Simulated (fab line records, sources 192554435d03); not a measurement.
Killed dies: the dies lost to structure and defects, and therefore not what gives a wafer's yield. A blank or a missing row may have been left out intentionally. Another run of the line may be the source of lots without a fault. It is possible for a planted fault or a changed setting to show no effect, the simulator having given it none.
Matching of chambers | flow n5_finfet | N5_BEOL_M0_SAQP_ETCH_102 on rie_si-05: 4 sister chambers
The step etches SiO2 in CF4, target depth 4 nm, time 4.4 s. 24 wafers are shown with their chamber, then 12 later ones without.

== WAFERS PAIRED WITH THEIR CHAMBERS ==
wafer  | chamber | throttle_valve_pct (%) | drypump_motor_current_A (A) | oes_product_au (a.u.)
L074.2 | 3       | 21.72                  | 5.4                         | 1.018
L074.3 | 0       | 21.67                  | 5.9                         | 0.984
L074.6 | 0       | 21.65                  | 5.8                         | 0.981
L078.1 | 3       | 21.74                  | 5.3                         | 1.019
L078.2 | 2       | 21.32                  | 5.8                         | 0.975
L078.3 | 0       | 21.66                  | 5.8                         | 0.985
L080.1 | 2       | 21.32                  | 5.8                         | 0.975
L080.2 | 0       | 21.67                  | 5.8                         | 0.998
L080.6 | 1       | 21.55                  | 5.4                         | 0.981
L085.2 | 3       | 21.73                  | 5.3                         | 1.009
L085.3 | 2       | 21.34                  | 5.8                         | 0.984
L085.6 | 1       | 21.53                  | 5.4                         | 0.986
L089.2 | 0       | 21.66                  | 5.8                         | 0.995
L089.4 | 1       | 21.55                  | 5.4                         | 0.998
L089.5 | 1       | 21.54                  | 5.4                         | 0.990
L090.2 | 3       | 21.72                  | 5.3                         | 1.029
L090.3 | 0       | 21.66                  | 5.8                         | 0.993
L090.4 | 0       | 21.69                  | 5.8                         | 0.985
L091.3 | 3       | 21.73                  | 5.3                         | 1.035
L091.4 | 3       | 21.74                  | 5.3                         | 1.027
L091.6 | 0       | 21.65                  | 5.9                         | 0.999
L092.4 | 2       | 21.33                  | 5.9                         | 0.970
L092.5 | 3       | 21.73                  | 5.3                         | 1.028
L092.6 | 0       | 21.67                  | 5.8                         | 0.997

SIGNATURES, as means of the wafers listed above
reading                 | chamber 0 | chamber 1 | chamber 2 | chamber 3 | scatter within a chamber
throttle_valve_pct      | 21.6644   | 21.5425   | 21.3275   | 21.7300   | 0.0104
drypump_motor_current_A | 5.822     | 5.400     | 5.825     | 5.314     | 0.0398
oes_product_au          | 0.99078   | 0.98875   | 0.97600   | 1.02357   | 0.00742
Rule: for a wafer and a chamber, the distance is found by dividing, reading by reading, the gap between the wafer's reading and the chamber's mean by the reading's scatter, squaring, summing and taking the root. The wafer belongs to the nearest chamber; if the next one is less than 2 further off, it can't be placed. How the scatter is found: for the shown wafers, subtract from each reading the mean of its chamber, square and add these, divide the total by (wafers less chambers), then take the root.

== WAFERS WITH NO CHAMBER GIVEN ==
wafer  | throttle_valve_pct (%) | drypump_motor_current_A (A) | oes_product_au (a.u.)
L093.1 | 21.66                  | 5.8                         | 0.988
L093.2 | 21.32                  | 5.9                         | 0.965
L093.4 | 21.55                  | 5.4                         | 0.982
L094.1 | 21.65                  | 5.8                         | 0.996
L094.2 | 21.55                  | 5.4                         | 0.979
L094.3 | 21.32                  | 5.8                         | 0.968
L095.1 | 21.32                  | 5.8                         | 0.970
L095.4 | 21.65                  | 5.8                         | 0.987
L095.5 | 21.72                  | 5.4                         | 1.028
L096.3 | 21.33                  | 5.9                         | 0.976
L096.5 | 21.53                  | 5.4                         | 0.987
L096.6 | 21.33                  | 5.9                         | 0.980

== CHAMBER TAKEN BY EACH ==
wafer  | from the rows above | in truth
L093.1 | 0                   | 0
L093.2 | 2                   | 2
L093.4 | 1                   | 1
L094.1 | 0                   | 0
L094.2 | 1                   | 1
L094.3 | 2                   | 2
L095.1 | 2                   | 2
L095.4 | 0                   | 0
L095.5 | 3                   | 3
L096.3 | 2                   | 2
L096.5 | 1                   | 1
L096.6 | 2                   | 2
Correct placement for 12 of the 12. Not placeable from these rows: 0. 0 placed wrongly.
